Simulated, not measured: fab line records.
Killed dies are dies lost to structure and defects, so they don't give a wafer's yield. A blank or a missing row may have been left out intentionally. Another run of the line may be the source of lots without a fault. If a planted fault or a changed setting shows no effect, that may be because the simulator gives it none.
A struck lot beside a sound one ; flow n5Finfet ; 38 out of 1938 route steps
Sound: wafers L654.1, L654.3, L654.4. Struck: wafers L642.1, L642.2, L642.3. The cause is named last.
At each step with rows: each side's tool, then ch and its chambers, then its first start. Under that, the readings that differ: sound wafers ; struck wafers ; difference of the means ; sigmas: that difference in standard deviations of wafers without a fault.
alike: readings whose means differ by less than 2 such deviations, and words and numbers that are the same on both sides. not compared: withheld readings, readings that some wafer has no value for, bounds like >300 that may hide the same value, and numbers for which the record gives no deviation and whose values overlap.
The two part at a step that has a row with sigmas, a row that says differs or no value, or rows on one side only. Non-overlapping numbers with no deviation appear without sigmas and do not part them. Lack of a reading on every wafer of one side parts them only where that side has two or more wafers.

first, 9 steps without rows for these wafers: N5_BEOL_M4_ANNEAL_95 (time 240 s); N5_BEOL_M4_SPUTTER_96 (material Cu, target thk 4.5 nm, time 8.29 s); N5_BEOL_M4_ECD_50 (material Cu, target thk 300 nm); N5_BEOL_M4_ANNEAL_51 (time 90 s); N5_BEOL_M4_CMP_52 (polishes, stops on SiOC, t overpolish 6.8 s, target thk 40 nm); N5_BEOL_M4_PRE_CLEAN_60 (time 15 s); N5_BEOL_M4_CO_CAP_55 (material Co, precursor CCTBA/H2, target thk 2 nm, time 102.1 s); N5_BEOL_M4_PRE_CLEAN_56 (time 15 s); N5_BEOL_M4_DEP_57 (deposits SiCN from 3MS/NH3, target thk 8 nm, time 14 s).
N5_BEOL_M4_RC_MEAS_101:
  sound on prober-02 ch 0, day 13 10:40; struck on prober-01 ch 0, day 11 07:12
  alike: DIBL_N, DIBL_P, IOFF_N, IOFF_P, ION_N, ION_P, SS_N, SS_P, VT_N, VT_P
then, 24 steps without rows for these wafers: N5_BEOL_M5_ILD_DEP_00 (deposits SiCOH lowk from DEMS/porogen, target thk 140.64 nm, time 25.9 s); N5_BEOL_M5_CURE_79 (cures SiCOH lowk, time 240 s); N5_BEOL_M5_PECVD_70 (deposits SiO2 from TEOS/O2, target thk 16 nm, time 18 s); N5_BEOL_M5_HM_DEP_02 (deposits TiN, target thk 20 nm); N5_BEOL_M5_COAT_59 (time 60 s, resist thk 60 nm); N5_BEOL_M5_COAT_60 (time 60 s, resist thk 12 nm); N5_BEOL_M5_COAT_71 (time 60 s, resist thk 5 nm); N5_BEOL_M5_COAT_05 (resist thk 30 nm); N5_BEOL_M5_EBR_07; N5_BEOL_M5_SOFTBAKE_06 (time 60 s); N5_BEOL_M5_EXPOSE_08 (exposes mask M5, target cd 28 nm); N5_BEOL_M5_PEB_09 (peb time 60 s); N5_BEOL_M5_DEVELOP_10 (develop time 30 s); N5_BEOL_M5_DESCUM_16 (chemistry O2, time 7 s); N5_BEOL_M5_ETCH_72 (etches underlayer in N2/H2, target depth 6.5 nm, time 5.2 s); N5_BEOL_M5_ETCH_61 (etches SiARC in CF4, target depth 15.6 nm, time 26 s); N5_BEOL_M5_ETCH_62 (etches SOC in N2/H2, target depth 75 nm, overetch 15 nm, time 112.5 s); N5_BEOL_M5_STRIP_63 (strips in N2/H2); N5_BEOL_M5_STRIP_73 (strips in N2/H2); N5_BEOL_M5_STRIP_64 (strips in CF4); N5_BEOL_M5_HM_OPEN_17 (chemistry Cl2/BCl3, target TiN, target depth 20 nm, overetch 6 nm); N5_BEOL_M5_STRIP_19 (strips in O2); N5_BEOL_M5_COAT_65 (time 60 s, resist thk 60 nm); N5_BEOL_M5_COAT_66 (time 60 s, resist thk 12 nm).
N5_BEOL_M6_TRENCH_ETCH_37: etches SiCOH lowk in C4F6/O2, target depth 94.435 nm, time 31.5 s.
  sound on rieDiel-06 ch 0,1,3, day 14 05:52; struck on rieDiel-01 ch 0,1,3, day 12 03:11
  no value came back on the struck wafers for any of 7 readings (C4F6_flow_sccm (sccm), O2_flow_sccm (sccm) and others); on the sound wafers C4F6_flow_sccm (sccm) reads 9.941 9.956 10.040
reading;sound;struck;difference;sigmas
model.TiN_of_BEOL_M6_HM_DEP_02.thkNm (nm);17 17.2 17.4;20.2 20.4 20.4;+3.1;
  not compared: rfHoursCounterH
N5_BEOL_M6_OCD_MEAS_38:
  sound on ocd-02, day 14 06:01; struck on ocd-02, day 12 03:20
reading;sound;struck;difference;sigmas
trenchDepthNm (nm);93.4 95.8 94.7;0.0 0 0.0;-94.6;-86
N5_BEOL_M6_CMP_52: polishes, stops on SiCOH lowk, t overpolish 6.9 s, target thk 80 nm.
  sound on cmp-02 ch 0,1,3, day 14 08:57; struck on cmp-02 ch 0,2,3, day 12 07:21
reading;sound;struck;difference;sigmas
model.Cu_of_BEOL_M6_ECD_50.thkNm (nm);80.2 83.2 81.4;0.6 1 0;-81.1;
  alike: edgeZonePressureFrac, motorCurrentA, slurryFlowMlMin
-- the record jumps here: 4 days lie between the struck wafers' starts before and after (it left off in module BEOL_M6 and takes up again in module PASSIVATION, whose first step shown is number 1936 of the route) --
N5_PASSIVATION_PROBE_49:
  rows exist in the record for the struck wafers here (prober-01, day 16 01:16), but not for the sound ones

WHERE THEY PART
At N5_BEOL_M6_TRENCH_ETCH_37 first; at N5_PASSIVATION_PROBE_49 last (within this record only).

WHY: whatever the simulator had introduced
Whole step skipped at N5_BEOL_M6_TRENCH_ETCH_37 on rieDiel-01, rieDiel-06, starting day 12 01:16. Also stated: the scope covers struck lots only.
